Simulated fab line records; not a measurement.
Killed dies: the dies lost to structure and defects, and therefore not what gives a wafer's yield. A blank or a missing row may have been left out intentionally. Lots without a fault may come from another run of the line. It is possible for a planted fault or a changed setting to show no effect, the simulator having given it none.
Split-lot study | flow n5Finfet | 21 wafers read across 7 lots, on a route 1938 steps long

== ABOUT THE SPLIT ==
At N5_SDB_COAT_05 (resist thk 90 nm), the setting spinRpm was moved away from the recipe's 1500 rpm on 6 of the 21 wafers read, by -8.9% to +10.9%. For the rest of the wafers, this setting stayed at what the recipe calls for.

== FROM THE SPLIT TO THE READING: what the file shows between them, 3 steps ==
- N5_SDB_EBR_07
- N5_SDB_SOFTBAKE_06: time 60 s
- N5_SDB_DESCUM_16: chemistry O2, time 7.9 s

== THE READING ==
CAR-ArF_of_SDB_COAT_05.thkNm (the simulator's own value, which no gauge read), in nm, at N5_SDB_ETCH_17 (etches SiARC in CF4, target depth 23.4 nm, time 39 s). The file does not state a usual value for it. Average 66.7 nm, standard deviation 0.17 nm, over the 15 wafers here run with the recipe.

wafer  | tool, chamber at the split | spinRpm as run, rpm | against the recipe | CAR-ArF_of_SDB_COAT_05.thkNm, nm | against lot-mates on the recipe
L077.2 | lithoTrack-04, 0           | 1664                | +10.9%             | 61.8                             | -5.0
L077.3 | lithoTrack-04, 0           | 1500                | recipe             | 66.8                             | -
L077.4 | lithoTrack-04, 0           | 1664                | +10.9%             | 62                               | -4.8
L084.1 | lithoTrack-02, 0           | 1500                | recipe             | 66.4                             | -
L084.2 | lithoTrack-02, 0           | 1500                | recipe             | 66.4                             | -
L084.4 | lithoTrack-02, 0           | 1500                | recipe             | 66.6                             | -
L086.2 | lithoTrack-04, 0           | 1500                | recipe             | 66.8                             | -
L086.6 | lithoTrack-04, 0           | 1500                | recipe             | 66.8                             | -
L086.4 | lithoTrack-04, 0           | 1557                | +3.8%              | 65.2                             | -1.6
L087.1 | lithoTrack-02, 0           | 1655                | +10.3%             | 62.4                             | -4.3
L087.2 | lithoTrack-02, 0           | 1500                | recipe             | 66.6                             | -
L087.6 | lithoTrack-02, 0           | 1500                | recipe             | 66.8                             | -
L093.4 | lithoTrack-01, 0           | 1500                | recipe             | 66.6                             | -
L093.6 | lithoTrack-01, 0           | 1500                | recipe             | 66.6                             | -
L093.5 | lithoTrack-01, 0           | 1500                | recipe             | 66.8                             | -
L096.2 | lithoTrack-01, 0           | 1500                | recipe             | 66.4                             | -
L096.4 | lithoTrack-01, 0           | 1366                | -8.9%              | 70.6                             | +4.1
L096.6 | lithoTrack-01, 0           | 1500                | recipe             | 66.6                             | -
L097.1 | lithoTrack-02, 0           | 1500                | recipe             | 67                               | -
L097.3 | lithoTrack-02, 0           | 1377                | -8.2%              | 70.8                             | +3.9
L097.4 | lithoTrack-02, 0           | 1500                | recipe             | 66.8                             | -

FIT RESULTS
A straight line over all 21 wafers: CAR-ArF_of_SDB_COAT_05.thkNm changes by -0.441 nm for each +1% of spinRpm; r = -1.00; the points scatter about the line by 0.21 nm.
The same after taking each lot's own level away (the mean of its wafers on the recipe; 21 wafers): -0.447 nm for each +1%; r = -1.00; scatter 0.12 nm.
On that fit, the largest move of spinRpm shifts the reading by 4.9 nm.
Measured against the standard deviation above, the lots' own levels, which go from 66.47 to 66.90 nm, span 2.5 times it.
So the lot-to-lot level changes the slope little: the two slopes agree.
Check: for one of the wafers moved furthest among these (+10.9%), held out of the fit, the line's prediction against its lot-mates is -4.81 nm. It came out at -5 nm against them.

== THE OTHER SPLITS THESE WAFERS WENT THROUGH ==
Before the reading, these wafers also passed through other splits. Each is held against what the fit with the lots' levels taken away leaves over:
other split on the same wafers | wafers away from the commonest value | r with CAR-ArF_of_SDB_COAT_05.thkNm (lot level and that fit taken away)
N5_SD_EPI_P_COAT_34 spinRpm    | 5                                    | -0.03

== THE WHOLE CHAIN: every reading that the file lists as answering this split, in the file's order ==
step           | what it does                                         | reading                                                                       | change (the file's fit)               | r (the file's)
N5_SDB_COAT_05 | resist thk 90 nm                                     | CAR-ArF_of_SDB_COAT_05.thkNm (the simulator's own value, which no gauge read) | -0.44 nm for each +1% of the setting  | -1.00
N5_SDB_ETCH_17 | etches SiARC in CF4, target depth 23.4 nm, time 39 s | CAR-ArF_of_SDB_COAT_05.thkNm (the simulator's own value, which no gauge read) | -0.445 nm for each +1% of the setting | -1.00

== THE FILE'S OWN FIT ==
CAR-ArF_of_SDB_COAT_05.thkNm changes by -0.445 nm for each +1% of spinRpm, r = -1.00.
